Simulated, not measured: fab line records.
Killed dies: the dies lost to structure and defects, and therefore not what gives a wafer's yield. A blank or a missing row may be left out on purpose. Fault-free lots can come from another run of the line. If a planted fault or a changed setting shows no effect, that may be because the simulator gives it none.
fab line records	flow nand_harc
record: lots: 24	wafers: 72	last_day: 24
route steps=1159 shown A_STAIRCASE@591
lots that met no fault: taken from a fault-free run of the same line
start_h: the number of hours between the record's first day and the start of the first shown wafer of the lot	wait_h: hours since the lot's step before	" unchanged from the row above	L1.1+2: one row covering several wafers at once	- either no value or no given start	* or withheld: withheld	< > ~ a bound
route shown NAME@n: names a module that has steps shown in the file, with the first one's number in the route	usual: mean and standard deviation over wafers with no fault	same: alike in all rows	chamber/n: place in a boat	sites: the reading at each site	_std_site: the values' standard deviation	_edge_site: inner sites' mean taken away from outer sites' mean	radius_mm: how far each site lies from the wafer's centre	mask NAME#n: copy n	behind: the last tool/chamber to shape the wafer	hold: why the lot went on hold/how many hours it stayed there/how the hold came to an end	device: the transistor (n, p or np) that didn't switch	end of line: the route-end tests of the same wafers	for a step that has no rows: nothing shown but its recipe	killed: the dies lost at the first sort to structure and to defects; this is not the yield of the wafer	map: per-die view of a wafer (x killed, . not killed, _ where there is no die)
set.NAME: setting as actually run; set.NAME@STEP: the setting as run at that earlier step	model.NAME: the simulator's own value behind a step, which no gauge read
a sample of lots followed through the steps of the route, with each step as a table and each wafer as a row
services: from which hour (start_h, from the record's first day; less than 0 if before it) a tool's chamber was out of use, for how many hours, and why
== steps ==
step: NHARC_A_STAIRCASE_ETCH_197
recipe: target_depth_a: 1000	time_s: 40.5	ion_energy_ev: 400	c4f8_flow_sccm: 20	o2_flow_sccm: 10	ar_flow_sccm: withheld	rf_w: 600	bias_w: 1000	chemistry: C4F8/O2
usual: oes_product_au: 0.949/0.019	rf_vpp_V: 895/4.9
lot.wafer	tool	chamber	start_h	wait_h	oes_product_au	rf_hours_counter_h	rf_vpp_V
L074.3	rie_diel-08	2	-	-	0.961	44	904
L074.1	"	1	"	"	0.969	35	893
L074.5	"	3	"	"	0.980	-	891
L076.4	rie_diel-01	3	-	-	0.918	37	897
L076.3	"	0	"	"	0.910	36	899
L076.2	"	1	"	"	0.922	38	902
L075.3	rie_diel-08	0	-	-	0.964	44	899
L075.1	"	2	"	"	0.943	49	901
L075.2	"	3	"	"	0.944	47	889
L077.1	rie_diel-01	2	-	-	0.962	41	893
L077.6	"	0	"	"	0.955	-	900
L077.5	"	1	"	"	0.960	-	902
L078.6	rie_diel-13	1	-	-	0.971	-	887
L078.4	"	3	"	"	0.969	-	887
L078.5	"	0	"	"	0.967	-	893
L079.3	rie_diel-08	3	-	-	0.937	55	891
L079.1	"	0	"	"	0.947	52	898
L079.2	"	1	"	"	0.955	46	892
L080.4	rie_diel-08	2	-	-	0.959	62	902
L080.1	"	1	"	"	0.968	51	893
L080.5	"	2	"	"	0.957	-	901
L081.1	rie_diel-08	3	-	-	0.946	60	889
L081.4	"	1	"	"	0.975	51	893
L081.3	"	2	"	"	0.953	62	902
L082.3	rie_diel-08	2	-	-	0.962	69	902
L082.4	"	3	"	"	0.965	65	890
L082.6	"	1	"	"	0.990	-	893
L083.3	rie_diel-13	2	-	-	0.974	3	892
L083.4	"	3	"	"	0.969	3	887
L083.6	"	3	"	"	0.965	-	887
L085.4	rie_diel-13	2	-	-	0.945	16	894
L085.2	"	3	"	"	0.931	16	887
L085.6	"	1	"	"	0.930	-	885
L084.1	rie_diel-01	1	-	-	0.938	1	901
L084.6	"	1	"	"	0.932	-	901
L084.5	"	2	"	"	0.941	-	894
L088.2	rie_diel-08	1	-	-	0.923	6	892
L088.4	"	0	"	"	0.941	-	898
L088.6	"	1	"	"	0.922	-	892
L087.4	rie_diel-13	2	-	-	0.939	17	892
L087.3	"	3	"	"	0.927	16	887
L087.5	"	0	"	"	0.929	-	891
L086.1	rie_diel-08	1	-	-	0.930	7	893
L086.4	"	2	"	"	0.938	-	902
L086.6	"	0	"	"	0.937	-	898
L089.1	rie_diel-08	0	-	-	0.970	10	898
L089.2	"	2	"	"	0.957	11	903
L089.4	"	1	"	"	0.961	-	892
L090.2	rie_diel-01	1	-	-	0.927	5	902
L090.1	"	2	"	"	0.939	5	894
L090.6	"	3	"	"	0.930	-	896
L091.1	rie_diel-08	0	-	-	0.981	11	898
L091.6	"	2	"	"	0.973	-	904
L091.5	"	0	"	"	0.975	-	897
L092.4	rie_diel-13	2	-	-	0.942	24	893
L092.2	"	3	"	"	0.940	24	887
L092.3	"	0	"	"	0.942	23	893
L093.3	rie_diel-13	1	-	-	0.931	23	888
L093.1	"	2	"	"	0.944	25	893
L093.2	"	0	"	"	0.925	23	892
L094.1	rie_diel-01	1	-	-	0.955	14	901
L094.2	"	2	"	"	0.987	17	893
L094.6	"	3	"	"	0.966	-	896
L096.2	rie_diel-08	3	-	-	0.951	15	891
L096.6	"	0	"	"	0.949	-	896
L096.5	"	1	"	"	0.943	-	890
L095.3	rie_diel-01	2	-	-	0.952	21	892
L095.2	"	3	"	"	0.943	21	897
L095.1	"	0	"	"	0.949	19	899
L097.4	rie_diel-01	3	-	-	0.928	23	898
L097.3	"	0	"	"	0.920	21	898
L097.6	"	3	"	"	0.929	-	896
step: NHARC_A_STAIRCASE_ETCH_201
recipe: target_depth_a: 1000	time_s: 40.5	ion_energy_ev: 400	c4f8_flow_sccm: 20	o2_flow_sccm: 10	ar_flow_sccm: withheld	rf_w: 600	bias_w: 1000	chemistry: C4F8/O2
usual: oes_product_au: 0.942/0.011	rf_vpp_V: 895/5.3
lot.wafer	tool	chamber	start_h	wait_h	oes_product_au	rf_hours_counter_h	rf_vpp_V
L074.3	rie_diel-08	0	-	-	0.956	40	898
L074.1	"	2	"	"	0.953	46	902
L074.5	"	0	"	"	0.960	-	901
L076.4	rie_diel-01	1	-	-	0.938	38	902
L076.2	"	2	"	"	0.935	36	895
L076.3	"	3	"	"	0.943	37	896
L075.3	rie_diel-08	1	-	-	0.945	39	891
L075.2	"	2	"	"	0.938	50	904
L075.1	"	0	"	"	0.957	44	899
L077.1	rie_diel-01	0	-	-	0.931	39	901
L077.6	"	0	"	"	0.935	-	899
L077.5	"	1	"	"	0.935	-	902
L078.4	rie_diel-13	1	-	-	0.945	-	887
L078.6	"	3	"	"	0.935	-	887
L078.5	"	0	"	"	0.956	-	891
L079.2	rie_diel-08	3	-	-	0.936	55	889
L079.3	"	0	"	"	0.939	53	897
L079.1	"	1	"	"	0.948	46	891
L080.4	rie_diel-08	0	-	-	0.960	57	897
L080.1	"	3	"	"	0.936	60	890
L080.5	"	0	"	"	0.953	-	899
L081.3	rie_diel-08	2	-	-	0.937	63	903
L081.1	"	3	"	"	0.932	60	889
L081.4	"	1	"	"	0.944	51	892
L082.4	rie_diel-08	1	-	-	0.956	57	894
L082.3	"	2	"	"	0.956	69	903
L082.6	"	0	"	"	0.950	-	898
L083.3	rie_diel-13	3	-	-	0.952	3	887
L083.4	"	0	"	"	0.954	3	891
L083.6	"	2	"	"	0.943	-	893
L085.2	rie_diel-13	3	-	-	0.922	16	885
L085.4	"	0	"	"	0.929	14	890
L085.6	"	2	"	"	0.949	-	892
L084.1	rie_diel-01	2	-	-	0.947	2	894
L084.6	"	0	"	"	0.926	-	899
L084.5	"	1	"	"	0.930	-	903
L087.4	rie_diel-13	3	-	-	0.951	17	887
L087.3	"	0	"	"	0.948	14	890
L087.5	"	3	"	"	0.939	-	887
L088.2	rie_diel-08	0	-	-	0.949	7	898
L088.4	"	1	"	"	0.910	-	891
L088.6	"	2	"	"	0.944	-	904
L086.1	rie_diel-08	0	-	-	0.944	7	897
L086.6	"	1	"	"	0.933	-	891
L086.4	"	0	"	"	0.935	-	897
L089.1	rie_diel-08	2	-	-	0.936	11	902
L089.2	"	0	"	"	0.940	10	899
L089.4	"	1	"	"	0.924	-	891
L090.1	rie_diel-01	0	-	-	0.925	6	898
L090.2	"	3	"	"	0.927	6	897
L090.6	"	0	"	"	0.919	-	899
L091.1	rie_diel-08	0	-	-	0.948	11	897
L091.6	"	0	"	"	0.948	-	899
L091.5	"	1	"	"	0.924	-	893
L092.2	rie_diel-13	3	-	-	0.927	25	886
L092.3	"	0	"	"	0.920	23	891
L092.4	"	1	"	"	0.931	23	888
L093.3	rie_diel-13	1	-	-	0.946	23	887
L093.2	"	2	"	"	0.939	25	893
L093.1	"	0	"	"	0.969	23	889
L094.2	rie_diel-01	0	-	-	0.964	16	899
L094.1	"	1	"	"	0.963	14	901
L094.6	"	3	"	"	0.950	-	895
L096.2	rie_diel-08	2	-	-	0.948	24	902
L096.5	"	1	"	"	0.944	-	891
L096.6	"	2	"	"	0.949	-	901
L095.3	rie_diel-01	2	-	-	0.953	21	894
L095.2	"	0	"	"	0.927	20	899
L095.1	"	1	"	"	0.940	17	902
L097.3	rie_diel-01	0	-	-	0.944	22	899
L097.4	"	3	"	"	0.935	23	895
L097.6	"	1	"	"	0.959	-	901
step: NHARC_A_STAIRCASE_ETCH_230
recipe: target_depth_a: 1000	time_s: 40.5	ion_energy_ev: 400	c4f8_flow_sccm: 20	o2_flow_sccm: 10	ar_flow_sccm: withheld	rf_w: 600	bias_w: 1000	chemistry: C4F8/O2
usual: oes_product_au: 0.943/0.015	rf_vpp_V: 894/5.1
lot.wafer	tool	chamber	start_h	wait_h	oes_product_au	rf_hours_counter_h	rf_vpp_V
L074.3	rie_diel-13	0	-	-	0.950	54	892
L074.1	"	3	"	"	0.951	43	887
L074.5	"	0	"	"	0.949	-	892
L076.4	rie_diel-01	0	-	-	0.939	37	898
L076.2	"	1	"	"	0.962	40	902
L076.3	"	3	"	"	0.972	38	896
L075.3	rie_diel-13	3	-	-	0.926	47	886
L075.1	"	0	"	"	0.929	57	892
L075.2	"	1	"	"	0.931	59	888
L077.1	rie_diel-08	1	-	-	0.965	44	893
L077.5	"	3	"	"	0.939	-	891
L077.6	"	0	"	"	0.970	-	898
L078.4	rie_diel-01	0	-	-	0.933	42	901
L078.5	"	1	"	"	0.937	-	901
L078.6	"	2	"	"	0.933	-	895
L079.1	rie_diel-13	1	-	-	0.943	65	887
L079.3	"	3	"	"	0.936	52	887
L079.2	"	0	"	"	0.946	63	890
L080.4	rie_diel-08	2	-	-	0.927	64	902
L080.1	"	0	"	"	0.926	58	899
L080.5	"	2	"	"	0.924	-	903
L081.1	rie_diel-08	3	-	-	0.932	62	889
L081.3	"	0	"	"	0.936	59	898
L081.4	"	1	"	"	0.934	53	894
L082.3	rie_diel-01	3	-	-	0.939	54	897
L082.4	"	1	"	"	0.942	55	902
L082.6	"	3	"	"	0.937	-	897
L083.4	rie_diel-08	3	-	-	0.929	68	891
L083.3	"	1	"	"	0.962	60	892
L083.6	"	3	"	"	0.933	-	889
L085.4	rie_diel-13	1	-	-	0.934	16	885
L085.2	"	2	"	"	0.940	18	893
L085.6	"	1	"	"	0.934	-	888
L084.1	rie_diel-13	3	-	-	0.916	18	888
L084.5	"	0	"	"	0.919	-	892
L084.6	"	1	"	"	0.938	-	887
L087.4	rie_diel-01	0	-	-	0.925	4	900
L087.3	"	1	"	"	0.934	4	903
L087.5	"	1	"	"	0.929	-	901
L088.2	rie_diel-08	2	-	-	0.956	11	902
L088.6	"	0	"	"	0.959	-	900
L088.4	"	1	"	"	0.937	-	890
L086.4	rie_diel-13	1	-	-	0.965	18	886
L086.1	"	2	"	"	0.945	20	892
L086.6	"	1	"	"	0.963	-	887
L089.1	rie_diel-01	3	-	-	0.945	7	897
L089.2	"	0	"	"	0.952	7	900
L089.4	"	0	"	"	0.938	-	899
L090.1	rie_diel-13	2	-	-	0.950	21	893
L090.2	"	3	"	"	0.941	21	888
L090.6	"	1	"	"	0.947	-	888
L091.1	rie_diel-01	3	-	-	0.939	10	896
L091.6	"	2	"	"	0.932	-	894
L091.5	"	3	"	"	0.947	-	896
L092.3	rie_diel-08	0	-	-	0.938	17	898
L092.4	"	1	"	"	0.933	18	893
L092.2	"	2	"	"	0.941	19	901
L093.1	rie_diel-01	0	-	-	0.927	13	898
L093.3	"	1	"	"	0.926	10	902
L093.2	"	2	"	"	0.934	13	894
L094.2	rie_diel-01	2	-	-	0.972	18	894
L094.1	"	3	"	"	0.946	18	895
L094.6	"	3	"	"	0.953	-	897
L096.2	rie_diel-08	3	-	-	0.931	16	890
L096.6	"	3	"	"	0.935	-	889
L096.5	"	0	"	"	0.946	-	898
L095.2	rie_diel-13	0	-	-	0.975	31	890
L095.3	"	1	"	"	0.961	31	888
L095.1	"	2	"	"	0.968	32	893
L097.3	rie_diel-08	0	-	-	0.947	24	898
L097.4	"	3	"	"	0.942	18	890
L097.6	"	1	"	"	0.946	-	892
step: NHARC_A_STAIRCASE_STRIP_238
recipe: power_w: 1500	temp_c: 250	chemistry: O2
usual: drypump_motor_current_A: 5.55/0.28	heater_power_w: 317/23	temp_c: 249.97/0.18
lot.wafer	tool	chamber	start_h	wait_h	drypump_motor_current_A	heater_power_w	rf_hours_counter_h	temp_c
L074.1	plasma_asher-01	1	244.99	0.1	5.51	343	50	249.60
L074.3	"	1	"	"	5.53	360	-	249.75
L074.5	"	0	"	"	6.00	280	-	250.13
L076.2	plasma_asher-01	1	256.05	0.1	5.53	348	54	249.79
L076.4	"	0	"	"	5.98	286	-	249.99
L076.3	"	1	"	"	5.52	349	-	249.93
L075.2	plasma_asher-01	0	256.33	0.1	5.97	285	55	249.80
L075.1	"	1	"	"	5.52	347	55	249.88
L075.3	"	1	"	"	5.51	340	-	249.98
L077.1	plasma_asher-02	0	264.15	0.1	5.42	305	22	249.74
L077.5	"	1	"	"	5.25	326	-	250.05
L077.6	"	0	"	"	5.43	309	-	249.83
L078.4	plasma_asher-02	1	270.37	0.2	5.27	332	-	249.98
L078.5	"	1	"	"	5.26	327	-	250.15
L078.6	"	0	"	"	5.44	310	-	249.92
L079.1	plasma_asher-01	0	272.51	0.1	5.98	283	60	249.81
L079.2	"	1	"	"	5.53	346	60	250.25
L079.3	"	0	"	"	6.01	281	-	250.16
L080.1	plasma_asher-02	1	284.51	0.3	5.26	336	28	250.26
L080.4	"	1	"	"	5.26	337	-	250.35
L080.5	"	1	"	"	5.26	332	-	250.36
L081.1	plasma_asher-01	0	285.71	0.6	6.00	285	0	250.07
L081.3	"	1	"	"	5.53	342	-	250.20
L081.4	"	0	"	"	6.00	287	-	250.18
L082.3	plasma_asher-02	0	299.77	0.4	5.42	308	-	250.10
L082.4	"	1	"	"	5.25	328	-	249.70
L082.6	"	0	"	"	5.41	303	-	250.01
L083.3	plasma_asher-01	0	300.13	0.2	6.02	287	-	250.16
L083.4	"	1	"	"	5.54	342	-	250.10
L083.6	"	0	"	"	5.99	288	-	249.88
L085.2	plasma_asher-02	0	332.99	0.3	5.44	300	44	250.28
L085.4	"	1	"	"	5.26	335	-	249.84
L085.6	"	0	"	"	5.43	301	-	250.15
L084.1	plasma_asher-01	1	333.33	0.1	5.50	344	14	249.84
L084.5	"	1	"	"	5.48	344	-	249.86
L084.6	"	0	"	"	6.00	292	-	249.90
L087.4	plasma_asher-01	0	333.98	0.4	6.00	288	-	249.92
L087.3	"	1	"	"	5.52	336	-	249.97
L087.5	"	0	"	"	6.00	286	-	249.90
L088.2	plasma_asher-01	0	334.29	0.1	6.00	284	15	250.16
L088.4	"	1	"	"	5.53	347	-	250.09
L088.6	"	0	"	"	6.00	292	-	249.87
L086.1	plasma_asher-02	1	334.93	0.2	5.28	328	46	249.99
L086.4	"	0	"	"	5.42	307	-	250.04
L086.6	"	1	"	"	5.26	344	-	249.81
L090.1	plasma_asher-02	1	338.77	0.1	5.25	337	48	249.75
L090.2	"	0	"	"	5.45	294	48	250.01
L090.6	"	0	"	"	5.44	307	-	250.01
L089.1	plasma_asher-02	0	339.87	0.1	5.45	302	48	249.94
L089.2	"	1	"	"	5.27	327	48	250.12
L089.4	"	0	"	"	5.44	300	-	250.19
L091.1	plasma_asher-02	0	341.45	0.1	5.44	302	50	250.01
L091.6	"	1	"	"	5.25	335	-	249.85
L091.5	"	0	"	"	5.46	311	-	249.96
L092.2	plasma_asher-02	1	349.60	0.1	5.27	330	51	250.04
L092.3	"	1	"	"	5.25	327	-	249.65
L092.4	"	0	"	"	5.43	303	-	250.14
L093.1	plasma_asher-02	1	350.95	0.1	5.26	333	52	249.92
L093.2	"	0	"	"	5.41	310	52	250.25
L093.3	"	0	"	"	5.42	302	-	250.14
L094.1	plasma_asher-01	1	362.21	0.3	5.53	341	25	250.01
L094.2	"	0	"	"	6.00	277	25	250.19
L094.6	"	0	"	"	6.01	291	-	249.65
L096.2	plasma_asher-01	0	375.87	0.1	6.01	291	28	249.99
L096.6	"	0	"	"	6.02	288	-	250.25
L096.5	"	1	"	"	5.52	342	-	250.19
L095.1	plasma_asher-01	0	377.73	0.1	5.97	287	29	249.88
L095.2	"	1	"	"	5.52	341	29	249.85
L095.3	"	0	"	"	6.01	281	-	250.03
L097.3	plasma_asher-02	1	381.11	0.2	5.25	322	-	250.31
L097.4	"	0	"	"	5.43	317	-	249.49
L097.6	"	0	"	"	5.45	317	-	249.87
step: NHARC_A_STAIRCASE_ETCH_452
recipe: target_depth_a: 300	overetch_a: 30	time_s: 16.5	ion_energy_ev: 100	cf4_flow_sccm: 80	o2_flow_sccm: 20	ar_flow_sccm: 0	rf_w: 300	bias_w: 100	chemistry: CF4/O2
usual: cf4_flow_sccm: 80.01/0.23	drypump_motor_current_A: 5.8/0.49	o2_flow_sccm: 20.01/0.062	oes_f_703_au: 1.001/0.0046	oes_product_au: 1.000/0.0079	rf_vpp_V: 197.6/1.5	showerhead_plenum_p_Torr: 1.33/0.053	throttle_valve_pct: 13.399/0.0089
lot.wafer	tool	chamber	start_h	wait_h	cf4_flow_sccm	drypump_motor_current_A	o2_flow_sccm	oes_f_703_au	oes_product_au	rf_hours_counter_h	rf_vpp_V	showerhead_plenum_p_Torr	throttle_valve_pct
L074.1	rie_diel-01	2	-	-	79.93	6.3	19.95	0.999	0.989	37	197.2	1.31	13.393
L074.3	"	3	"	"	80.14	5.7	20.14	1.002	1.004	38	199.3	1.34	13.392
L074.5	"	2	"	"	80.13	6.3	20.03	1.004	0.994	-	196.0	1.31	13.405
L076.4	rie_diel-01	2	-	-	79.67	6.3	19.94	0.993	0.996	42	198.5	1.31	13.387
L076.2	"	3	"	"	80.08	5.7	19.91	0.993	1.004	41	198.4	1.34	13.411
L076.3	"	0	"	"	80.00	6.2	20.06	1.013	0.996	40	197.5	1.37	13.393
L075.3	rie_diel-13	1	-	-	79.90	6.4	20.03	1.000	0.996	61	195.3	1.24	13.395
L075.2	"	3	"	"	79.77	5.3	20.09	1.005	0.992	49	196.1	1.24	13.414
L075.1	"	0	"	"	80.04	5.4	20.06	0.994	1.017	59	197.2	1.29	13.397
L077.1	rie_diel-01	0	-	-	79.99	6.2	19.95	1.000	0.993	42	198.9	1.37	13.392
L077.6	"	2	"	"	79.87	6.3	20.06	1.000	1.008	-	197.8	1.31	13.392
L077.5	"	3	"	"	80.29	5.7	20.10	0.993	1.006	-	196.7	1.34	13.392
L078.4	rie_diel-08	3	-	-	80.60	5.0	19.86	1.004	1.000	59	195.1	1.27	13.406
L078.5	"	3	"	"	80.61	5.0	19.98	1.003	0.989	-	196.6	1.27	13.403
L078.6	"	0	"	"	80.23	5.6	20.09	1.001	1.011	-	198.5	1.36	13.394
L079.1	rie_diel-08	3	-	-	80.22	5.0	19.97	1.002	0.997	61	197.6	1.27	13.384
L079.3	"	0	"	"	79.85	5.6	20.08	1.011	1.002	57	198.5	1.36	13.402
L079.2	"	1	"	"	79.99	5.7	19.96	0.994	0.999	52	197.4	1.30	13.399
L080.4	rie_diel-01	2	-	-	79.90	6.3	20.10	0.993	0.987	52	196.5	1.31	13.401
L080.1	"	1	"	"	80.22	5.1	20.07	1.001	0.990	53	199.5	1.40	13.377
L080.5	"	3	"	"	80.04	5.6	19.93	1.003	0.999	-	197.8	1.34	13.404
L081.4	rie_diel-08	1	-	-	80.34	5.7	19.99	1.008	1.009	56	196.9	1.30	13.396
L081.3	"	2	"	"	80.22	6.3	20.01	0.999	1.002	68	198.8	1.41	13.410
L081.1	"	0	"	"	80.34	5.6	19.99	1.001	1.017	61	199.2	1.36	13.395
L082.3	rie_diel-01	0	-	-	79.95	6.2	20.07	0.998	0.990	54	197.7	1.37	13.403
L082.4	"	1	"	"	80.12	5.0	19.94	0.996	0.985	57	197.7	1.40	13.397
L082.6	"	0	"	"	79.62	6.2	20.01	1.003	0.988	-	199.1	1.37	13.400
L083.4	rie_diel-13	1	-	-	80.34	6.4	20.08	1.001	1.006	5	195.0	1.24	13.400
L083.3	"	2	"	"	79.98	6.3	20.03	0.998	1.014	6	196.5	1.30	13.394
L083.6	"	1	"	"	80.47	6.4	20.06	0.998	0.998	-	194.7	1.24	13.395
L085.2	rie_diel-13	1	-	-	80.11	6.4	20.09	0.999	0.997	21	196.4	1.24	13.397
L085.4	"	3	"	"	79.69	5.3	19.97	1.009	1.005	22	195.1	1.24	13.404
L085.6	"	1	"	"	79.88	6.5	19.97	1.002	0.999	-	195.2	1.24	13.398
L084.1	rie_diel-08	3	-	-	80.07	5.0	19.95	1.006	1.003	7	196.6	1.27	13.402
L084.6	"	3	"	"	80.04	5.0	19.96	0.995	0.988	-	194.8	1.27	13.397
L084.5	"	0	"	"	79.85	5.6	20.04	1.002	1.010	-	199.3	1.36	13.407
L087.3	rie_diel-08	3	-	-	80.22	5.0	19.99	1.004	0.992	7	196.5	1.27	13.407
L087.4	"	0	"	"	80.17	5.6	20.08	1.003	1.001	14	198.9	1.36	13.367
L087.5	"	1	"	"	79.73	5.7	19.99	1.006	0.988	-	197.8	1.29	13.406
L088.2	rie_diel-01	2	-	-	79.84	6.3	19.96	0.996	1.001	11	196.4	1.31	13.397
L088.4	"	0	"	"	80.14	6.2	20.02	0.999	0.998	10	198.4	1.37	13.391
L088.6	"	2	"	"	79.78	6.3	19.95	0.997	0.997	-	196.0	1.31	13.403
L086.1	rie_diel-08	1	-	-	79.80	5.7	19.88	0.995	0.984	16	195.0	1.29	13.418
L086.4	"	2	"	"	79.79	6.3	19.96	1.000	1.000	17	198.2	1.40	13.402
L086.6	"	2	"	"	79.65	6.3	19.97	1.001	0.997	-	198.3	1.40	13.400
L090.1	rie_diel-01	2	-	-	80.00	6.3	19.90	0.995	1.008	11	197.6	1.31	13.408
L090.2	"	0	"	"	80.47	6.2	20.08	0.992	0.992	11	199.6	1.37	13.404
L090.6	"	1	"	"	80.05	5.1	19.96	0.998	0.992	-	200.0	1.40	13.404
L089.4	rie_diel-01	2	-	-	80.00	6.3	20.06	1.002	1.002	12	197.2	1.31	13.396
L089.1	"	3	"	"	80.10	5.7	20.11	0.995	0.999	12	197.4	1.34	13.403
L089.2	"	0	"	"	79.86	6.2	20.00	0.995	0.989	12	198.8	1.37	13.404
L091.1	rie_diel-08	2	-	-	79.54	6.3	20.08	1.005	1.002	19	199.0	1.40	13.408
L091.5	"	2	"	"	79.97	6.3	20.01	1.006	1.011	-	202.2	1.40	13.406
L091.6	"	3	"	"	79.71	5.0	19.88	1.000	1.008	-	195.8	1.27	13.402
L092.2	rie_diel-08	3	-	-	79.62	5.0	20.07	0.993	1.001	12	197.0	1.27	13.396
L092.3	"	0	"	"	79.98	5.6	19.97	1.001	1.018	18	199.3	1.36	13.413
L092.4	"	2	"	"	80.01	6.3	19.97	0.996	1.004	21	199.6	1.40	13.415
L093.2	rie_diel-13	2	-	-	80.10	6.3	19.95	1.010	1.008	28	196.8	1.30	13.399
L093.3	"	3	"	"	79.94	5.3	19.93	0.996	0.990	28	194.6	1.24	13.399
L093.1	"	0	"	"	80.14	5.4	20.00	1.003	0.998	28	197.4	1.28	13.402
L094.1	rie_diel-08	2	-	-	79.69	6.3	20.05	0.998	1.013	23	198.7	1.40	13.379
L094.2	"	0	"	"	79.55	5.6	20.00	0.995	1.004	20	197.8	1.36	13.385
L094.6	"	2	"	"	80.09	6.3	20.11	0.996	1.014	-	200.0	1.40	13.399
L096.2	rie_diel-01	2	-	-	79.76	6.2	19.97	0.995	0.993	23	196.3	1.30	13.401
L096.5	"	1	"	"	80.07	5.1	19.95	1.003	0.996	-	200.1	1.40	13.403
L096.6	"	2	"	"	79.72	6.2	19.98	1.004	0.995	-	197.6	1.30	13.395
L095.3	rie_diel-08	2	-	-	80.30	6.3	20.05	1.008	1.004	27	199.1	1.40	13.393
L095.1	"	3	"	"	79.84	5.0	20.08	1.001	1.005	18	194.8	1.27	13.412
L095.2	"	0	"	"	79.79	5.6	19.96	1.002	1.010	25	198.8	1.35	13.399
L097.3	rie_diel-08	0	-	-	80.20	5.6	20.01	1.007	1.006	26	196.6	1.35	13.403
L097.4	"	2	"	"	80.31	6.3	20.04	0.995	1.009	27	199.4	1.40	13.406
L097.6	"	3	"	"	80.00	5.0	19.97	1.001	1.005	-	197.4	1.27	13.396
step: NHARC_A_STAIRCASE_ETCH_294
recipe: target_depth_a: 49920	time_s: 1212.4	ion_energy_ev: 800	c4f8_flow_sccm: 80	o2_flow_sccm: 60	ar_flow_sccm: withheld	rf_w: 600	bias_w: 3000	chemistry: C4F8/O2/Ar
usual: oes_product_au: 0.935/0.011	rf_vpp_V: 1826/10
lot.wafer	tool	chamber	start_h	wait_h	oes_product_au	rf_hours_counter_h	rf_vpp_V
L074.3	rie_diel-01	1	-	-	0.935	39	1839
L074.1	"	2	"	"	0.932	37	1824
L074.5	"	2	"	"	0.930	-	1823
L076.3	rie_diel-01	2	-	-	0.929	42	1823
L076.4	"	3	"	"	0.920	41	1829
L076.2	"	1	"	"	0.917	43	1840
L075.1	rie_diel-13	1	-	-	0.919	62	1810
L075.3	"	3	"	"	0.916	49	1808
L075.2	"	0	"	"	0.932	59	1819
L077.1	rie_diel-01	2	-	-	0.925	44	1821
L077.5	"	3	"	"	0.924	-	1829
L077.6	"	0	"	"	0.913	-	1834
L078.4	rie_diel-08	1	-	-	0.938	50	1820
L078.5	"	1	"	"	0.939	-	1819
L078.6	"	2	"	"	0.938	-	1840
L079.2	rie_diel-08	0	-	-	0.946	58	1833
L079.3	"	1	"	"	0.933	52	1820
L079.1	"	3	"	"	0.934	61	1814
L080.1	rie_diel-01	1	-	-	0.915	53	1838
L080.4	"	2	"	"	0.927	52	1822
L080.5	"	0	"	"	0.913	-	1832
L081.1	rie_diel-08	1	-	-	0.952	56	1820
L081.4	"	2	"	"	0.957	68	1839
L081.3	"	3	"	"	0.937	65	1815
L082.3	rie_diel-01	1	-	-	0.930	58	1839
L082.4	"	0	"	"	0.934	54	1832
L082.6	"	1	"	"	0.940	-	1839
L083.4	rie_diel-13	2	-	-	0.935	6	1821
L083.3	"	3	"	"	0.954	6	1808
L083.6	"	0	"	"	0.954	-	1818
L085.2	rie_diel-13	0	-	-	0.934	20	1817
L085.4	"	2	"	"	0.923	23	1821
L085.6	"	3	"	"	0.910	-	1807
L084.1	rie_diel-08	3	-	-	0.928	7	1813
L084.6	"	1	"	"	0.931	-	1818
L084.5	"	2	"	"	0.941	-	1839
L087.3	rie_diel-08	0	-	-	0.938	14	1831
L087.4	"	1	"	"	0.930	15	1818
L087.5	"	1	"	"	0.926	-	1820
L088.4	rie_diel-01	0	-	-	0.941	10	1832
L088.2	"	1	"	"	0.932	8	1838
L088.6	"	0	"	"	0.932	-	1834
L086.1	rie_diel-08	2	-	-	0.920	17	1840
L086.4	"	3	"	"	0.933	8	1814
L086.6	"	3	"	"	0.932	-	1815
L090.2	rie_diel-01	0	-	-	0.928	11	1832
L090.1	"	3	"	"	0.930	12	1829
L090.6	"	1	"	"	0.932	-	1838
L089.4	rie_diel-01	1	-	-	0.949	9	1837
L089.2	"	2	"	"	0.962	12	1821
L089.1	"	0	"	"	0.937	12	1833
L091.1	rie_diel-08	1	-	-	0.930	18	1819
L091.5	"	2	"	"	0.954	-	1840
L091.6	"	3	"	"	0.928	-	1814
L092.4	rie_diel-08	3	-	-	0.937	12	1815
L092.3	"	0	"	"	0.951	18	1830
L092.2	"	2	"	"	0.940	21	1839
L093.1	rie_diel-13	3	-	-	0.941	28	1808
L093.2	"	0	"	"	0.941	28	1816
L093.3	"	1	"	"	0.952	28	1806
L094.2	rie_diel-08	1	-	-	0.929	22	1819
L094.1	"	3	"	"	0.941	14	1813
L094.6	"	1	"	"	0.941	-	1819
L096.2	rie_diel-01	0	-	-	0.932	22	1833
L096.5	"	1	"	"	0.940	-	1838
L096.6	"	2	"	"	0.936	-	1822
L095.1	rie_diel-08	0	-	-	0.951	25	1831
L095.2	"	1	"	"	0.936	26	1817
L095.3	"	2	"	"	0.951	27	1838
L097.3	rie_diel-08	2	-	-	0.926	28	1837
L097.4	"	1	"	"	0.916	27	1818
L097.6	"	2	"	"	0.936	-	1839
== services ==
tool	chamber	start_h	hours	kind
rie_diel-13	3	216.17	14.1	repair
rie_diel-08	3	228.24	2.2	repair
rie_diel-08	0	233.25	-	clean
rie_diel-08	1	233.25	-	clean
rie_diel-08	2	233.25	-	clean
rie_diel-08	3	233.25	-	clean
rie_diel-01	-	233.41	0.3	repair
plasma_asher-02	-	235.76	14.0	repair
rie_diel-01	3	255.91	4.9	repair
rie_diel-08	0	257.75	-	clean
rie_diel-08	1	257.75	-	clean
rie_diel-08	2	257.75	-	clean
rie_diel-08	3	257.75	-	clean
rie_diel-13	2	260.54	17.9	repair
plasma_asher-02	-	268.01	1.1	repair
plasma_asher-01	-	274.53	0.4	repair
rie_diel-13	-	276.21	9.0	pm
plasma_asher-01	-	276.29	9.0	pm
rie_diel-08	0	282.28	-	clean
rie_diel-08	1	282.28	-	clean
rie_diel-08	2	282.28	-	clean
rie_diel-08	-	302.16	9.0	pm
rie_diel-01	-	314.85	9.0	pm
plasma_asher-02	-	360.00	9.0	pm
== key ==
fault none
